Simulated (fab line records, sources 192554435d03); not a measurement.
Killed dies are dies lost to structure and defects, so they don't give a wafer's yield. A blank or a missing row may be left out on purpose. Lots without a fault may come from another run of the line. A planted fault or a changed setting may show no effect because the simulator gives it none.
Which tool did it? | flow n5_finfet | 11 lots, 31 wafers sampled, at 2 steps of a route of 1938

WHAT THE GAUGES READ, wafer by wafer
N5_BEOL_M4_RC_MEAS_101.
lot  | measured     | on        | DIBL_N (mV/V)
L365 | day 7 21:28  | prober-02 | 39.4 37.9 40.5
L366 | day 7 18:56  | prober-02 | 32.4 30.5 37.0
L367 | day 7 21:52  | prober-01 | 34.6 32.8 31.4
L368 | day 8 10:56  | prober-01 | 36.5 37.6 35.0
L369 | day 8 17:58  | prober-01 | 37.8 38.2 36.8
L371 | day 10 22:53 | prober-02 | 36.6 36.7
L385 | day 13 06:20 | prober-02 | 37.1 35.6
L386 | day 13 12:28 | prober-01 | 34.8 37.0 40.3
L387 | day 13 21:27 | prober-02 | 35.4 33.3 34.5
L388 | day 14 07:34 | prober-01 | 33.8 38.3 32.8

WHICH TOOL RAN EACH LOT (tool, then ch and the chambers of the sampled wafers, then the start)
lot  | N5_DUMMY_GATE_CVD_03
L365 | lpcvd-02 ch 1/65,1/70,1/75, day 2 14:06
L366 | lpcvd-02 ch 1/75,1/79,1/89, day 2 19:05
L367 | lpcvd-02 ch 0/20,0/29,0/34, day 3 01:55
L368 | lpcvd-02 ch 1/50,1/54,1/64, day 3 07:52
L369 | lpcvd-02 ch 1/20,1/29,1/39, day 3 14:43
L371 | lpcvd-01 ch 0/50,0/54, day 4 02:32
L373 | lpcvd-01 ch 0/109,0/114,0/90, day 4 14:55
L385 | lpcvd-01 ch 1/90,1/95, day 7 13:16
L386 | lpcvd-01 ch 0/70,0/84,0/89, day 7 19:29
L387 | lpcvd-01 ch 1/100,1/109,1/95, day 8 01:30
L388 | lpcvd-01 ch 0/45,0/50,0/59, day 8 07:42
- N5_DUMMY_GATE_CVD_03: deposits a-Si from SiH4, target thk 150 nm, time 8042 s.

THE ANSWER, worked out from the rows above alone
Rule: what is usual is taken from the lots themselves. Put in order of their means at a reading, lots are off if they are a third of the lots or fewer, leave a main group of 4 or more, and stand apart from it by a gap of 3 or more times the standard deviation of the main group's means; of several such gaps the widest counts. A main group whose means are all the same, to the digits that the tables above print for the reading, isn't used. A lot without any number at a reading at which 4 lots or more have one is off too. The other lots that the step has rows for count as sound.
No lot is off at any reading shown: from this, nothing can be told.

WHAT THE SIMULATOR HAD PUT IN
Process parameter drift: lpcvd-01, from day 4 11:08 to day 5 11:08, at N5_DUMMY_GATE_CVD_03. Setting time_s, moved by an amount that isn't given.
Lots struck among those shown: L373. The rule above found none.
